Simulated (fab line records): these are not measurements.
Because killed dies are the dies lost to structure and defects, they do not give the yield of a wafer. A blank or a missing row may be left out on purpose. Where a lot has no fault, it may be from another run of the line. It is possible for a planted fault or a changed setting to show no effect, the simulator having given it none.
Which tool was responsible? ; flow n5 finfet ; 27 wafers from 9 lots sampled at 3 of the route's 1938 steps

## WHAT EACH GAUGE READ, for each wafer
N5_BEOL_M5_INSPECT_30: inspects for defects (brightfield). Usual: raw defect count at 432, with a standard deviation of 89.
lot;measured;on;raw defect count;flag
L149;day 7 23:20;defect inspect-01;457 377 396;
L157;day 10 02:14;defect inspect-01;386 518 443;
L160;day 10 22:34;defect inspect-02;385 501 352;
L164;day 12 04:28;defect inspect-01;382 343 283;
L166;day 12 13:20;defect inspect-02;659 400 510;
L167;day 12 16:33;defect inspect-02;395 377 557;
L170;day 13 06:44;defect inspect-02;538 457 562;
L172;day 13 19:58;defect inspect-02;440 455 327;
L171;day 13 20:04;defect inspect-01;453 440 515;

## WHAT TOOL EACH LOT RAN ON (gives the tool, then ch and the chambers of the sampled wafers, and finally the start)
lot;N5_BEOL_M5_STRIP_64;N5_BEOL_M5_COAT_74
L149;rie diel-03 ch 0,1,3, day 7 22:35;litho track-02 ch 0, day 7 22:59
L157;rie diel-05 ch 0,1,3, day 10 00:31;litho track-02 ch 0, day 10 01:53
L160;rie diel-06 ch 0,1,2, day 10 21:19;litho track-02 ch 0, day 10 22:12
L164;rie diel-03 ch 0,1,2, day 12 03:43;litho track-02 ch 0, day 12 03:59
L166;rie diel-03 ch 0,1,3, day 12 12:15;litho track-02 ch 0, day 12 12:49
L167;rie diel-06 ch 0,1, day 12 15:23;litho track-02 ch 0, day 12 16:11
L170;rie diel-03 ch 0,2, day 13 06:06;litho track-01 ch 0, day 13 06:22
L172;rie diel-03 ch 0,1, day 13 18:13;litho track-01 ch 0, day 13 19:29
L171;rie diel-06 ch 0,2,3, day 13 18:58;litho track-05 ch 0, day 13 19:33
- N5_BEOL_M5_STRIP_64: strips in CF4.
- N5_BEOL_M5_COAT_74: time 60 s, resist thk 5 nm.

## AS READ BY THE TOOLS THEMSELVES (means over the sampled wafers that have a number; for cases with no such wafer, the mark the record gives instead)
N5_BEOL_M5_STRIP_64. Usual: drypump motor current A 5.5 A, standard deviation 0.46; oes product au 0.78 a.u., standard deviation 0.081; power w 300.1 W, standard deviation 0.96; rf vpp V 271.4 V, standard deviation 1.3; showerhead plenum p Torr 1.81 Torr, standard deviation 0.051; throttle valve pct 13.60 %, standard deviation 0.22.
lot;tool;drypump motor current A (A);oes product au (a.u.);power w (W);rf vpp V (V);showerhead plenum p Torr (Torr);throttle valve pct (%);flag
L149;rie diel-03;5.2;0.75;300.3;271.5;1.84;13.57;
L157;rie diel-05;5.4;0.81;301.4;273.1;1.85;13.52;
L160;rie diel-06;5.5;0.77;300.4;270.3;1.76;13.80;
L164;rie diel-03;5.1;0.75;300.0;271.4;1.81;13.50;
L166;rie diel-03;5.2;0.73;300.0;271.6;1.83;13.66;
L167;rie diel-06;5.4;0.76;300.2;269.7;1.75;13.78;
L170;rie diel-03;5.1;0.75;299.7;272.1;1.81;13.51;
L172;rie diel-03;5.3;0.68;299.6;272.1;1.84;13.75;
L171;rie diel-06;6.0;0.74;300.2;270.3;1.75;13.77;

N5_BEOL_M5_COAT_74. Usual: exhaust pa 44.9 Pa, standard deviation 0.81; spin speed rpm 1500.1 rpm, standard deviation 0.82.
lot;tool;exhaust pa (Pa);spin speed rpm (rpm);flag
L149;litho track-02;44.4;1500.0;
L157;litho track-02;44.0;1500.5;
L160;litho track-02;45.0;1499.8;
L164;litho track-02;44.7;1666.7;OFF
L166;litho track-02;44.5;1666.7;OFF
L167;litho track-02;45.3;1666.7;OFF
L170;litho track-01;45.2;1500.2;
L172;litho track-01;46.1;1499.8;
L171;litho track-05;44.6;1500.8;

## THE ANSWER, worked out from the rows above alone
Rule: take the mean of a lot's wafers that have a number; if it is more than 3 standard deviations from the usual mean, the lot is off. Also off: a lot with no number at a reading for which 4 or more lots have one. Any other lot the step has rows for is counted as sound. The gauges are gone through in route order, then the tools' own readings, and for those a lot's mean is taken as printed above. The first step at which some lot is off is used, and at that step the reading that is off furthest; a lot without a number counts as furthest.
Off: L164, L166, L167, at N5_BEOL_M5_COAT_74 (spin speed rpm).
If a tool, at that step or one of the process steps before it, ran each lot that is off and ran no sound lot following the first of them, it fits. One fits: N5_BEOL_M5_COAT_74 on litho track-02. Its last sound lot is L160 (day 10 22:12), its first lot that is off L164 (day 12 03:59): a fault that began between those two fits.
The tool's own readings at N5_BEOL_M5_COAT_74 bear it out: on the lots that are off they differ by more than 5 times the standard deviation of the sound lots' means. spin speed rpm reads 1666.7 rpm there against 1500.2 rpm on the sound lots.

## WHAT THE SIMULATOR HAD INSERTED
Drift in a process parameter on litho track-02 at N5_BEOL_M5_COAT_74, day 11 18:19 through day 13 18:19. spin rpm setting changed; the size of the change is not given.
Lots struck among those shown: L164, L166, L167. The rule above reached the same finding.
